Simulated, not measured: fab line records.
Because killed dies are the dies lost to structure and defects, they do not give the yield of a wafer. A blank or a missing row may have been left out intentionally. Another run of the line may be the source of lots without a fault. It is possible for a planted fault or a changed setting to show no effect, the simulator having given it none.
Which tool did it? || flow nand-harc || 72 wafers from 24 lots sampled at 5 of the route's 1302 steps

== WHAT EACH GAUGE READ, for each wafer ==
NHARC_P_STI_OVL_MEAS_10. Usual: overlay-x-nm 1 nm, standard deviation 4.9; overlay-y-nm 1 nm, standard deviation 5.2.
{"lot": "L074", "measured": "day 3 01:43", "on": "overlay-02", "overlay-x-nm (nm)": "1 2 2", "overlay-y-nm (nm)": "-4 -4 -4", "flag": ""}
{"lot": "L075", "measured": "day 3 08:09", "on": "overlay-02", "overlay-x-nm (nm)": "-5 -5 -5", "overlay-y-nm (nm)": "5 5 6", "flag": ""}
{"lot": "L076", "measured": "day 3 15:47", "on": "overlay-01", "overlay-x-nm (nm)": "5 5 5", "overlay-y-nm (nm)": "5 5 5", "flag": ""}
{"lot": "L077", "measured": "day 4 02:43", "on": "overlay-01", "overlay-x-nm (nm)": "-4 -4 -3", "overlay-y-nm (nm)": "-4 -4 -4", "flag": ""}
{"lot": "L078", "measured": "day 4 10:16", "on": "overlay-01", "overlay-x-nm (nm)": "10 10 10", "overlay-y-nm (nm)": "2 2 2", "flag": ""}
{"lot": "L079", "measured": "day 4 22:36", "on": "overlay-02", "overlay-x-nm (nm)": "7 7 7", "overlay-y-nm (nm)": "3 3 4", "flag": ""}
{"lot": "L080", "measured": "day 5 06:32", "on": "overlay-02", "overlay-x-nm (nm)": "-4 -4 -3", "overlay-y-nm (nm)": "4 5 4", "flag": ""}
{"lot": "L081", "measured": "day 5 18:50", "on": "overlay-02", "overlay-x-nm (nm)": "-3 -3 -4", "overlay-y-nm (nm)": "2 1 2", "flag": ""}
{"lot": "L082", "measured": "day 6 04:28", "on": "overlay-02", "overlay-x-nm (nm)": "3 2 2", "overlay-y-nm (nm)": "13 13 13", "flag": ""}
{"lot": "L083", "measured": "day 6 13:14", "on": "overlay-01", "overlay-x-nm (nm)": "1 1 1", "overlay-y-nm (nm)": "4 3 4", "flag": ""}
{"lot": "L084", "measured": "day 6 22:54", "on": "overlay-02", "overlay-x-nm (nm)": "4 4 4", "overlay-y-nm (nm)": "-6 -6 -7", "flag": ""}
{"lot": "L085", "measured": "day 7 09:55", "on": "overlay-01", "overlay-x-nm (nm)": "-1 -1 -1", "overlay-y-nm (nm)": "2 2 2", "flag": ""}
{"lot": "L086", "measured": "day 7 19:16", "on": "overlay-01", "overlay-x-nm (nm)": "0 0 0", "overlay-y-nm (nm)": "-7 -6 -6", "flag": ""}
{"lot": "L087", "measured": "day 8 05:56", "on": "overlay-01", "overlay-x-nm (nm)": "1 1 1", "overlay-y-nm (nm)": "-10 -10 -11", "flag": ""}
{"lot": "L088", "measured": "day 8 16:39", "on": "overlay-01", "overlay-x-nm (nm)": "5 5 5", "overlay-y-nm (nm)": "-5 -6 -5", "flag": ""}
{"lot": "L089", "measured": "day 9 01:11", "on": "overlay-01", "overlay-x-nm (nm)": "6 6 6", "overlay-y-nm (nm)": "1 1 0", "flag": ""}
{"lot": "L090", "measured": "day 9 10:53", "on": "overlay-02", "overlay-x-nm (nm)": "-10 -10 -11", "overlay-y-nm (nm)": "-3 -3 -3", "flag": ""}
{"lot": "L091", "measured": "day 9 20:48", "on": "overlay-01", "overlay-x-nm (nm)": "-8 -8 -8", "overlay-y-nm (nm)": "-1 0 -1", "flag": ""}
{"lot": "L092", "measured": "day 10 06:13", "on": "overlay-01", "overlay-x-nm (nm)": "-4 -4 -4", "overlay-y-nm (nm)": "-2 -2 -2", "flag": ""}
{"lot": "L093", "measured": "day 10 17:09", "on": "overlay-01", "overlay-x-nm (nm)": "7 6 6", "overlay-y-nm (nm)": "5 5 5", "flag": ""}
{"lot": "L094", "measured": "day 11 07:11", "on": "overlay-02", "overlay-x-nm (nm)": "0 1 0", "overlay-y-nm (nm)": "3 3 3", "flag": ""}
{"lot": "L095", "measured": "day 11 14:36", "on": "overlay-01", "overlay-x-nm (nm)": "2 2 2", "overlay-y-nm (nm)": "8 8 8", "flag": ""}
{"lot": "L096", "measured": "day 11 23:02", "on": "overlay-01", "overlay-x-nm (nm)": "2 3 2", "overlay-y-nm (nm)": "4 4 4", "flag": ""}
{"lot": "L097", "measured": "day 12 09:35", "on": "overlay-02", "overlay-x-nm (nm)": "0 1 0", "overlay-y-nm (nm)": "-2 -2 -2", "flag": ""}

NHARC_P_M0_INSPECT_11. Usual: 4.8 for raw-defect-count, sd 2.7.
{"lot": "L074", "measured": "day 6 09:02", "on": "defect-inspect-02", "raw-defect-count": "4 4 5", "flag": ""}
{"lot": "L075", "measured": "day 6 15:34", "on": "defect-inspect-02", "raw-defect-count": "6 2 6", "flag": ""}
{"lot": "L076", "measured": "day 6 22:24", "on": "defect-inspect-01", "raw-defect-count": "3 9 8", "flag": ""}
{"lot": "L077", "measured": "day 7 08:19", "on": "defect-inspect-01", "raw-defect-count": "3 5 6", "flag": ""}
{"lot": "L078", "measured": "day 7 11:58", "on": "defect-inspect-01", "raw-defect-count": "3 6 5", "flag": ""}
{"lot": "L079", "measured": "day 8 06:14", "on": "defect-inspect-01", "raw-defect-count": "3 2 2", "flag": ""}
{"lot": "L080", "measured": "day 8 12:11", "on": "defect-inspect-02", "raw-defect-count": "4 3 2", "flag": ""}
{"lot": "L081", "measured": "day 9 04:16", "on": "defect-inspect-01", "raw-defect-count": "4 3 4", "flag": ""}
{"lot": "L082", "measured": "day 9 05:55", "on": "defect-inspect-02", "raw-defect-count": "2 2 1", "flag": ""}
{"lot": "L083", "measured": "day 9 18:38", "on": "defect-inspect-02", "raw-defect-count": "3 3 4", "flag": ""}
{"lot": "L084", "measured": "day 10 05:48", "on": "defect-inspect-01", "raw-defect-count": "3 3 5", "flag": ""}
{"lot": "L085", "measured": "day 10 21:00", "on": "defect-inspect-02", "raw-defect-count": "8 8 11", "flag": ""}
{"lot": "L086", "measured": "day 10 23:52", "on": "defect-inspect-01", "raw-defect-count": "6 4 6", "flag": ""}
{"lot": "L087", "measured": "day 12 00:15", "on": "defect-inspect-02", "raw-defect-count": "6 2 4", "flag": ""}
{"lot": "L088", "measured": "day 12 01:34", "on": "defect-inspect-01", "raw-defect-count": "7 9 8", "flag": ""}
{"lot": "L089", "measured": "day 12 00:47", "on": "defect-inspect-02", "raw-defect-count": "4 7 6", "flag": ""}
{"lot": "L090", "measured": "day 12 16:38", "on": "defect-inspect-01", "raw-defect-count": "10 10 7", "flag": ""}
{"lot": "L091", "measured": "day 12 23:19", "on": "defect-inspect-02", "raw-defect-count": "4 2 2", "flag": ""}
{"lot": "L092", "measured": "day 13 10:59", "on": "defect-inspect-02", "raw-defect-count": "13 8 16", "flag": ""}
{"lot": "L093", "measured": "day 13 20:22", "on": "defect-inspect-01", "raw-defect-count": "8 7 9", "flag": ""}
{"lot": "L094", "measured": "day 14 10:16", "on": "defect-inspect-02", "raw-defect-count": "7 4 2", "flag": ""}
{"lot": "L095", "measured": "day 14 17:55", "on": "defect-inspect-02", "raw-defect-count": "2 4 6", "flag": ""}
{"lot": "L096", "measured": "day 15 04:19", "on": "defect-inspect-02", "raw-defect-count": "7 5 4", "flag": ""}
{"lot": "L097", "measured": "day 15 15:34", "on": "defect-inspect-01", "raw-defect-count": "3 5 5", "flag": ""}

== TOOL THAT RAN EACH LOT (tool first, then ch and the chambers of the sampled wafers, then the start) ==
{"lot": "L074", "NHARC_P_ZERO_WELL_DESCUM_13": "rie-diel-09 ch 0,1, day 1 21:16", "NHARC_P_GATE_STRIP_112": "plasma-asher-01 ch 0,1, day 5 22:30", "NHARC_P_CONTACT_PVD_32": "pvd-sputter-01, day 6 09:02 or earlier"}
{"lot": "L075", "NHARC_P_ZERO_WELL_DESCUM_13": "rie-diel-02 ch 0,2,3, day 2 08:05", "NHARC_P_GATE_STRIP_112": "plasma-asher-01 ch 0,1, day 6 05:23", "NHARC_P_CONTACT_PVD_32": "pvd-sputter-03, day 6 15:34 or earlier"}
{"lot": "L076", "NHARC_P_ZERO_WELL_DESCUM_13": "rie-diel-09 ch 0,1, day 2 17:24", "NHARC_P_GATE_STRIP_112": "plasma-asher-01 ch 1, day 6 12:16", "NHARC_P_CONTACT_PVD_32": "pvd-sputter-01, day 6 22:24 or earlier"}
{"lot": "L077", "NHARC_P_ZERO_WELL_DESCUM_13": "rie-diel-06 ch 0,1,2, day 3 03:17", "NHARC_P_GATE_STRIP_112": "plasma-asher-02 ch 0,1, day 6 21:46", "NHARC_P_CONTACT_PVD_32": "pvd-sputter-03, day 7 08:19 or earlier"}
{"lot": "L078", "NHARC_P_ZERO_WELL_DESCUM_13": "rie-diel-02 ch 0,1,3, day 3 13:19", "NHARC_P_GATE_STRIP_112": "plasma-asher-01 ch 0,1, day 7 01:30", "NHARC_P_CONTACT_PVD_32": "pvd-sputter-03, day 7 11:58 or earlier"}
{"lot": "L079", "NHARC_P_ZERO_WELL_DESCUM_13": "rie-diel-02 ch 1,2,3, day 3 23:25", "NHARC_P_GATE_STRIP_112": "plasma-asher-02 ch 1, day 7 19:48", "NHARC_P_CONTACT_PVD_32": "pvd-sputter-03, day 8 06:14 or earlier"}
{"lot": "L080", "NHARC_P_ZERO_WELL_DESCUM_13": "rie-diel-06 ch 0,1,3, day 4 09:25", "NHARC_P_GATE_STRIP_112": "plasma-asher-02 ch 0,1, day 8 02:02", "NHARC_P_CONTACT_PVD_32": "pvd-sputter-03, day 8 12:11 or earlier"}
{"lot": "L081", "NHARC_P_ZERO_WELL_DESCUM_13": "rie-diel-06 ch 0,1,2, day 4 19:17", "NHARC_P_GATE_STRIP_112": "plasma-asher-02 ch 0,1, day 8 17:57", "NHARC_P_CONTACT_PVD_32": "pvd-sputter-02, day 9 04:16 or earlier"}
{"lot": "L082", "NHARC_P_ZERO_WELL_DESCUM_13": "rie-diel-09 ch 0,2,3, day 5 05:24", "NHARC_P_GATE_STRIP_112": "plasma-asher-01 ch 0,1, day 8 19:50", "NHARC_P_CONTACT_PVD_32": "pvd-sputter-03, day 9 05:55 or earlier"}
{"lot": "L083", "NHARC_P_ZERO_WELL_DESCUM_13": "rie-diel-02 ch 2,3, day 5 15:24", "NHARC_P_GATE_STRIP_112": "plasma-asher-02 ch 0,1, day 9 08:41", "NHARC_P_CONTACT_PVD_32": "pvd-sputter-03, day 9 18:38 or earlier"}
{"lot": "L084", "NHARC_P_ZERO_WELL_DESCUM_13": "rie-diel-02 ch 0,1, day 6 01:16", "NHARC_P_GATE_STRIP_112": "plasma-asher-01 ch 0,1, day 9 19:43", "NHARC_P_CONTACT_PVD_32": "pvd-sputter-02, day 10 05:48 or earlier"}
{"lot": "L085", "NHARC_P_ZERO_WELL_DESCUM_13": "rie-diel-09 ch 1,2,3, day 6 11:17", "NHARC_P_GATE_STRIP_112": "plasma-asher-01 ch 0,1, day 10 10:52", "NHARC_P_CONTACT_PVD_32": "pvd-sputter-03, day 10 21:00 or earlier"}
{"lot": "L086", "NHARC_P_ZERO_WELL_DESCUM_13": "rie-diel-06 ch 1,3, day 6 21:25", "NHARC_P_GATE_STRIP_112": "plasma-asher-01 ch 0,1, day 10 13:47", "NHARC_P_CONTACT_PVD_32": "pvd-sputter-03, day 10 23:52 or earlier"}
{"lot": "L087", "NHARC_P_ZERO_WELL_DESCUM_13": "rie-diel-02 ch 0,3, day 7 07:25", "NHARC_P_GATE_STRIP_112": "plasma-asher-01 ch 0,1, day 11 13:40", "NHARC_P_CONTACT_PVD_32": "pvd-sputter-03, day 12 00:15 or earlier"}
{"lot": "L088", "NHARC_P_ZERO_WELL_DESCUM_13": "rie-diel-09 ch 1,2, day 7 17:17", "NHARC_P_GATE_STRIP_112": "plasma-asher-01 ch 0,1, day 11 14:51", "NHARC_P_CONTACT_PVD_32": "pvd-sputter-03, day 12 01:34 or earlier"}
{"lot": "L089", "NHARC_P_ZERO_WELL_DESCUM_13": "rie-diel-02 ch 0,2,3, day 8 03:25", "NHARC_P_GATE_STRIP_112": "plasma-asher-01 ch 0,1, day 11 14:36", "NHARC_P_CONTACT_PVD_32": "pvd-sputter-01, day 12 00:47 or earlier"}
{"lot": "L090", "NHARC_P_ZERO_WELL_DESCUM_13": "rie-diel-06 ch 1,2, day 8 13:25", "NHARC_P_GATE_STRIP_112": "plasma-asher-01 ch 0,1, day 12 06:45", "NHARC_P_CONTACT_PVD_32": "pvd-sputter-03, day 12 16:38 or earlier"}
{"lot": "L091", "NHARC_P_ZERO_WELL_DESCUM_13": "rie-diel-02 ch 0,1,3, day 8 23:30", "NHARC_P_GATE_STRIP_112": "plasma-asher-02 ch 0,1, day 12 13:19", "NHARC_P_CONTACT_PVD_32": "pvd-sputter-03, day 12 23:19 or earlier"}
{"lot": "L092", "NHARC_P_ZERO_WELL_DESCUM_13": "rie-diel-02 ch 0,2,3, day 9 09:23", "NHARC_P_GATE_STRIP_112": "plasma-asher-01 ch 0,1, day 13 00:58", "NHARC_P_CONTACT_PVD_32": "pvd-sputter-02, day 13 10:59 or earlier"}
{"lot": "L093", "NHARC_P_ZERO_WELL_DESCUM_13": "rie-diel-02 ch 1,2,3, day 9 19:25", "NHARC_P_GATE_STRIP_112": "plasma-asher-01 ch 0,1, day 13 10:17", "NHARC_P_CONTACT_PVD_32": "pvd-sputter-02, day 13 20:22 or earlier"}
{"lot": "L094", "NHARC_P_ZERO_WELL_DESCUM_13": "rie-diel-09 ch 1,2,3, day 10 05:26", "NHARC_P_GATE_STRIP_112": "plasma-asher-02 ch 0,1, day 14 00:18", "NHARC_P_CONTACT_PVD_32": "pvd-sputter-02, day 14 10:16 or earlier"}
{"lot": "L095", "NHARC_P_ZERO_WELL_DESCUM_13": "rie-diel-06 ch 0,1,3, day 10 15:23", "NHARC_P_GATE_STRIP_112": "plasma-asher-02 ch 0,1, day 14 07:55", "NHARC_P_CONTACT_PVD_32": "pvd-sputter-01, day 14 17:55 or earlier"}
{"lot": "L096", "NHARC_P_ZERO_WELL_DESCUM_13": "rie-diel-09 ch 1,2,3, day 11 01:26", "NHARC_P_GATE_STRIP_112": "plasma-asher-01 ch 0,1, day 14 18:32", "NHARC_P_CONTACT_PVD_32": "pvd-sputter-01, day 15 04:19 or earlier"}
{"lot": "L097", "NHARC_P_ZERO_WELL_DESCUM_13": "rie-diel-09 ch 1,2,3, day 11 11:17", "NHARC_P_GATE_STRIP_112": "plasma-asher-02 ch 0,1, day 15 05:41", "NHARC_P_CONTACT_PVD_32": "pvd-sputter-03, day 15 15:34 or earlier"}
- NHARC_P_ZERO_WELL_DESCUM_13: chemistry O2, time 3 s.
- NHARC_P_GATE_STRIP_112: strips in N2/H2, time 200 s.
- NHARC_P_CONTACT_PVD_32: deposits Ti, target thk 5 nm, time 17.7 s.

== WHAT THE TOOLS THEMSELVES READ (means of the sampled wafers that have a number; where no wafer has one, the mark that the record gives instead) ==
NHARC_P_ZERO_WELL_DESCUM_13. Usual: drypump-motor-current-A 5.6 A, standard deviation 0.31; o2-flow-sccm 200.0 sccm, standard deviation 0.65; oes-product-au 1.001 a.u., standard deviation 0.0073; rf-vpp-V 57.8 V, standard deviation 0.96; showerhead-plenum-p-Torr 1.92 Torr, standard deviation 0.093; throttle-valve-pct 11.311 %, standard deviation 0.0084.
{"lot": "L074", "tool": "rie-diel-09", "drypump-motor-current-A (A)": 5.6, "o2-flow-sccm (sccm)": 200.2, "oes-product-au (a.u.)": 1.008, "rf-vpp-V (V)": 58.4, "showerhead-plenum-p-Torr (Torr)": 2.06, "throttle-valve-pct (%)": 11.313, "flag": ""}
{"lot": "L075", "tool": "rie-diel-02", "drypump-motor-current-A (A)": 5.3, "o2-flow-sccm (sccm)": 200.2, "oes-product-au (a.u.)": 0.994, "rf-vpp-V (V)": 58.0, "showerhead-plenum-p-Torr (Torr)": 1.88, "throttle-valve-pct (%)": 11.307, "flag": ""}
{"lot": "L076", "tool": "rie-diel-09", "drypump-motor-current-A (A)": 5.7, "o2-flow-sccm (sccm)": 200.5, "oes-product-au (a.u.)": 0.997, "rf-vpp-V (V)": 58.6, "showerhead-plenum-p-Torr (Torr)": 2.06, "throttle-valve-pct (%)": 11.306, "flag": ""}
{"lot": "L077", "tool": "rie-diel-06", "drypump-motor-current-A (A)": 5.8, "o2-flow-sccm (sccm)": 200.3, "oes-product-au (a.u.)": 1.010, "rf-vpp-V (V)": 57.7, "showerhead-plenum-p-Torr (Torr)": 1.95, "throttle-valve-pct (%)": 11.301, "flag": ""}
{"lot": "L078", "tool": "rie-diel-02", "drypump-motor-current-A (A)": 5.3, "o2-flow-sccm (sccm)": 200.4, "oes-product-au (a.u.)": 1.003, "rf-vpp-V (V)": 57.6, "showerhead-plenum-p-Torr (Torr)": 1.83, "throttle-valve-pct (%)": 11.313, "flag": ""}
{"lot": "L079", "tool": "rie-diel-02", "drypump-motor-current-A (A)": 5.5, "o2-flow-sccm (sccm)": 199.7, "oes-product-au (a.u.)": 0.998, "rf-vpp-V (V)": 57.4, "showerhead-plenum-p-Torr (Torr)": 1.87, "throttle-valve-pct (%)": 11.310, "flag": ""}
{"lot": "L080", "tool": "rie-diel-06", "drypump-motor-current-A (A)": 5.8, "o2-flow-sccm (sccm)": 200.1, "oes-product-au (a.u.)": 1.002, "rf-vpp-V (V)": 56.8, "showerhead-plenum-p-Torr (Torr)": 1.92, "throttle-valve-pct (%)": 11.307, "flag": ""}
{"lot": "L081", "tool": "rie-diel-06", "drypump-motor-current-A (A)": 5.7, "o2-flow-sccm (sccm)": 199.7, "oes-product-au (a.u.)": 0.992, "rf-vpp-V (V)": 57.8, "showerhead-plenum-p-Torr (Torr)": 1.95, "throttle-valve-pct (%)": 11.316, "flag": ""}
{"lot": "L082", "tool": "rie-diel-09", "drypump-motor-current-A (A)": 5.6, "o2-flow-sccm (sccm)": 200.5, "oes-product-au (a.u.)": 1.013, "rf-vpp-V (V)": 56.8, "showerhead-plenum-p-Torr (Torr)": 1.96, "throttle-valve-pct (%)": 11.318, "flag": ""}
{"lot": "L083", "tool": "rie-diel-02", "drypump-motor-current-A (A)": 5.5, "o2-flow-sccm (sccm)": 200.1, "oes-product-au (a.u.)": 1.004, "rf-vpp-V (V)": 56.9, "showerhead-plenum-p-Torr (Torr)": 1.91, "throttle-valve-pct (%)": 11.309, "flag": ""}
{"lot": "L084", "tool": "rie-diel-02", "drypump-motor-current-A (A)": 5.4, "o2-flow-sccm (sccm)": 199.7, "oes-product-au (a.u.)": 0.999, "rf-vpp-V (V)": 58.0, "showerhead-plenum-p-Torr (Torr)": 1.85, "throttle-valve-pct (%)": 11.308, "flag": ""}
{"lot": "L085", "tool": "rie-diel-09", "drypump-motor-current-A (A)": 5.5, "o2-flow-sccm (sccm)": 200.1, "oes-product-au (a.u.)": 0.996, "rf-vpp-V (V)": 57.6, "showerhead-plenum-p-Torr (Torr)": 1.97, "throttle-valve-pct (%)": 11.307, "flag": ""}
{"lot": "L086", "tool": "rie-diel-06", "drypump-motor-current-A (A)": 5.6, "o2-flow-sccm (sccm)": 200.3, "oes-product-au (a.u.)": 1.000, "rf-vpp-V (V)": 57.3, "showerhead-plenum-p-Torr (Torr)": 1.93, "throttle-valve-pct (%)": 11.309, "flag": ""}
{"lot": "L087", "tool": "rie-diel-02", "drypump-motor-current-A (A)": 5.1, "o2-flow-sccm (sccm)": 199.9, "oes-product-au (a.u.)": 0.995, "rf-vpp-V (V)": 56.7, "showerhead-plenum-p-Torr (Torr)": 1.80, "throttle-valve-pct (%)": 11.298, "flag": ""}
{"lot": "L088", "tool": "rie-diel-09", "drypump-motor-current-A (A)": 5.8, "o2-flow-sccm (sccm)": 200.5, "oes-product-au (a.u.)": 1.003, "rf-vpp-V (V)": 57.6, "showerhead-plenum-p-Torr (Torr)": 1.96, "throttle-valve-pct (%)": 11.312, "flag": ""}
{"lot": "L089", "tool": "rie-diel-02", "drypump-motor-current-A (A)": 5.4, "o2-flow-sccm (sccm)": 199.6, "oes-product-au (a.u.)": 1.002, "rf-vpp-V (V)": 58.0, "showerhead-plenum-p-Torr (Torr)": 1.87, "throttle-valve-pct (%)": 11.310, "flag": ""}
{"lot": "L090", "tool": "rie-diel-06", "drypump-motor-current-A (A)": 5.6, "o2-flow-sccm (sccm)": 199.9, "oes-product-au (a.u.)": 0.999, "rf-vpp-V (V)": 58.4, "showerhead-plenum-p-Torr (Torr)": 1.97, "throttle-valve-pct (%)": 11.316, "flag": ""}
{"lot": "L091", "tool": "rie-diel-02", "drypump-motor-current-A (A)": 5.3, "o2-flow-sccm (sccm)": 199.4, "oes-product-au (a.u.)": 0.997, "rf-vpp-V (V)": 57.6, "showerhead-plenum-p-Torr (Torr)": 1.82, "throttle-valve-pct (%)": 11.312, "flag": ""}
{"lot": "L092", "tool": "rie-diel-02", "drypump-motor-current-A (A)": 5.3, "o2-flow-sccm (sccm)": 200.2, "oes-product-au (a.u.)": 1.007, "rf-vpp-V (V)": 57.5, "showerhead-plenum-p-Torr (Torr)": 1.87, "throttle-valve-pct (%)": 11.309, "flag": ""}
{"lot": "L093", "tool": "rie-diel-02", "drypump-motor-current-A (A)": 5.5, "o2-flow-sccm (sccm)": 199.6, "oes-product-au (a.u.)": 1.008, "rf-vpp-V (V)": 58.2, "showerhead-plenum-p-Torr (Torr)": 1.86, "throttle-valve-pct (%)": 11.304, "flag": ""}
{"lot": "L094", "tool": "rie-diel-09", "drypump-motor-current-A (A)": 5.6, "o2-flow-sccm (sccm)": 199.8, "oes-product-au (a.u.)": 1.000, "rf-vpp-V (V)": 57.4, "showerhead-plenum-p-Torr (Torr)": 1.96, "throttle-valve-pct (%)": 11.305, "flag": ""}
{"lot": "L095", "tool": "rie-diel-06", "drypump-motor-current-A (A)": 5.8, "o2-flow-sccm (sccm)": 200.0, "oes-product-au (a.u.)": 0.996, "rf-vpp-V (V)": 58.6, "showerhead-plenum-p-Torr (Torr)": 1.91, "throttle-valve-pct (%)": 11.314, "flag": ""}
{"lot": "L096", "tool": "rie-diel-09", "drypump-motor-current-A (A)": 5.6, "o2-flow-sccm (sccm)": 200.3, "oes-product-au (a.u.)": 1.000, "rf-vpp-V (V)": 58.1, "showerhead-plenum-p-Torr (Torr)": 1.96, "throttle-valve-pct (%)": 11.318, "flag": ""}
{"lot": "L097", "tool": "rie-diel-09", "drypump-motor-current-A (A)": 5.5, "o2-flow-sccm (sccm)": 200.1, "oes-product-au (a.u.)": 0.997, "rf-vpp-V (V)": 58.7, "showerhead-plenum-p-Torr (Torr)": 1.96, "throttle-valve-pct (%)": 11.312, "flag": ""}

NHARC_P_GATE_STRIP_112. Usual: drypump-motor-current-A 5.9 A, standard deviation 0.51; heater-power-w 103 W, standard deviation 11.
{"lot": "L074", "tool": "plasma-asher-01", "drypump-motor-current-A (A)": 5.7, "heater-power-w (W)": 103, "flag": ""}
{"lot": "L075", "tool": "plasma-asher-01", "drypump-motor-current-A (A)": 5.9, "heater-power-w (W)": 107, "flag": ""}
{"lot": "L076", "tool": "plasma-asher-01", "drypump-motor-current-A (A)": 6.1, "heater-power-w (W)": 113, "flag": ""}
{"lot": "L077", "tool": "plasma-asher-02", "drypump-motor-current-A (A)": 5.7, "heater-power-w (W)": 92, "flag": ""}
{"lot": "L078", "tool": "plasma-asher-01", "drypump-motor-current-A (A)": 5.9, "heater-power-w (W)": 109, "flag": ""}
{"lot": "L079", "tool": "plasma-asher-02", "drypump-motor-current-A (A)": 6.7, "heater-power-w (W)": 109, "flag": ""}
{"lot": "L080", "tool": "plasma-asher-02", "drypump-motor-current-A (A)": 5.7, "heater-power-w (W)": 94, "flag": ""}
{"lot": "L081", "tool": "plasma-asher-02", "drypump-motor-current-A (A)": 5.7, "heater-power-w (W)": 93, "flag": ""}
{"lot": "L082", "tool": "plasma-asher-01", "drypump-motor-current-A (A)": 5.7, "heater-power-w (W)": 108, "flag": ""}
{"lot": "L083", "tool": "plasma-asher-02", "drypump-motor-current-A (A)": 5.7, "heater-power-w (W)": 94, "flag": ""}
{"lot": "L084", "tool": "plasma-asher-01", "drypump-motor-current-A (A)": 6.0, "heater-power-w (W)": 111, "flag": ""}
{"lot": "L085", "tool": "plasma-asher-01", "drypump-motor-current-A (A)": 5.9, "heater-power-w (W)": 110, "flag": ""}
{"lot": "L086", "tool": "plasma-asher-01", "drypump-motor-current-A (A)": 5.7, "heater-power-w (W)": 107, "flag": ""}
{"lot": "L087", "tool": "plasma-asher-01", "drypump-motor-current-A (A)": 5.7, "heater-power-w (W)": 107, "flag": ""}
{"lot": "L088", "tool": "plasma-asher-01", "drypump-motor-current-A (A)": 5.7, "heater-power-w (W)": 106, "flag": ""}
{"lot": "L089", "tool": "plasma-asher-01", "drypump-motor-current-A (A)": 5.9, "heater-power-w (W)": 109, "flag": ""}
{"lot": "L090", "tool": "plasma-asher-01", "drypump-motor-current-A (A)": 6.0, "heater-power-w (W)": 111, "flag": ""}
{"lot": "L091", "tool": "plasma-asher-02", "drypump-motor-current-A (A)": 6.1, "heater-power-w (W)": 99, "flag": ""}
{"lot": "L092", "tool": "plasma-asher-01", "drypump-motor-current-A (A)": 5.9, "heater-power-w (W)": 110, "flag": ""}
{"lot": "L093", "tool": "plasma-asher-01", "drypump-motor-current-A (A)": 5.7, "heater-power-w (W)": 106, "flag": ""}
{"lot": "L094", "tool": "plasma-asher-02", "drypump-motor-current-A (A)": 6.2, "heater-power-w (W)": 100, "flag": ""}
{"lot": "L095", "tool": "plasma-asher-02", "drypump-motor-current-A (A)": 6.1, "heater-power-w (W)": 99, "flag": ""}
{"lot": "L096", "tool": "plasma-asher-01", "drypump-motor-current-A (A)": 5.9, "heater-power-w (W)": 111, "flag": ""}
{"lot": "L097", "tool": "plasma-asher-02", "drypump-motor-current-A (A)": 5.7, "heater-power-w (W)": 91, "flag": ""}

NHARC_P_CONTACT_PVD_32. Usual: 30.1 % for throttle-valve-pct, sd 0.8.
{"lot": "L074", "tool": "pvd-sputter-01", "throttle-valve-pct (%)": 30.1, "flag": ""}
{"lot": "L075", "tool": "pvd-sputter-03", "throttle-valve-pct (%)": 29.9, "flag": ""}
{"lot": "L076", "tool": "pvd-sputter-01", "throttle-valve-pct (%)": 30.0, "flag": ""}
{"lot": "L077", "tool": "pvd-sputter-03", "throttle-valve-pct (%)": 29.9, "flag": ""}
{"lot": "L078", "tool": "pvd-sputter-03", "throttle-valve-pct (%)": 30.5, "flag": ""}
{"lot": "L079", "tool": "pvd-sputter-03", "throttle-valve-pct (%)": 30.6, "flag": ""}
{"lot": "L080", "tool": "pvd-sputter-03", "throttle-valve-pct (%)": 30.1, "flag": ""}
{"lot": "L081", "tool": "pvd-sputter-02", "throttle-valve-pct (%)": 30.6, "flag": ""}
{"lot": "L082", "tool": "pvd-sputter-03", "throttle-valve-pct (%)": 29.8, "flag": ""}
{"lot": "L083", "tool": "pvd-sputter-03", "throttle-valve-pct (%)": 29.8, "flag": ""}
{"lot": "L084", "tool": "pvd-sputter-02", "throttle-valve-pct (%)": 30.6, "flag": ""}
{"lot": "L085", "tool": "pvd-sputter-03", "throttle-valve-pct (%)": 29.7, "flag": ""}
{"lot": "L086", "tool": "pvd-sputter-03", "throttle-valve-pct (%)": 29.3, "flag": ""}
{"lot": "L087", "tool": "pvd-sputter-03", "throttle-valve-pct (%)": 29.8, "flag": ""}
{"lot": "L088", "tool": "pvd-sputter-03", "throttle-valve-pct (%)": 30.2, "flag": ""}
{"lot": "L089", "tool": "pvd-sputter-01", "throttle-valve-pct (%)": 30.3, "flag": ""}
{"lot": "L090", "tool": "pvd-sputter-03", "throttle-valve-pct (%)": 29.7, "flag": ""}
{"lot": "L091", "tool": "pvd-sputter-03", "throttle-valve-pct (%)": 30.1, "flag": ""}
{"lot": "L092", "tool": "pvd-sputter-02", "throttle-valve-pct (%)": 30.2, "flag": ""}
{"lot": "L093", "tool": "pvd-sputter-02", "throttle-valve-pct (%)": 31.0, "flag": ""}
{"lot": "L094", "tool": "pvd-sputter-02", "throttle-valve-pct (%)": 30.1, "flag": ""}
{"lot": "L095", "tool": "pvd-sputter-01", "throttle-valve-pct (%)": 30.4, "flag": ""}
{"lot": "L096", "tool": "pvd-sputter-01", "throttle-valve-pct (%)": 30.1, "flag": ""}
{"lot": "L097", "tool": "pvd-sputter-03", "throttle-valve-pct (%)": 30.5, "flag": ""}

== THE ANSWER, worked out from the rows above alone ==
Rule: take the mean of a lot's wafers that have a number; if it is more than 3 standard deviations from the usual mean, the lot is off. Also off: a lot with no number at a reading for which 4 or more lots have one. The other lots that the step has rows for count as sound. After the gauges, taken in route order, come the tools' own readings; for these a lot's mean is taken, as printed above. At the first step where some lot is off, the reading lying furthest off is the one used; lots without a number count as furthest.
No lot is off on any of the readings shown, so nothing can be concluded from this.

== WHAT HAD BEEN PUT IN BY THE SIMULATOR ==
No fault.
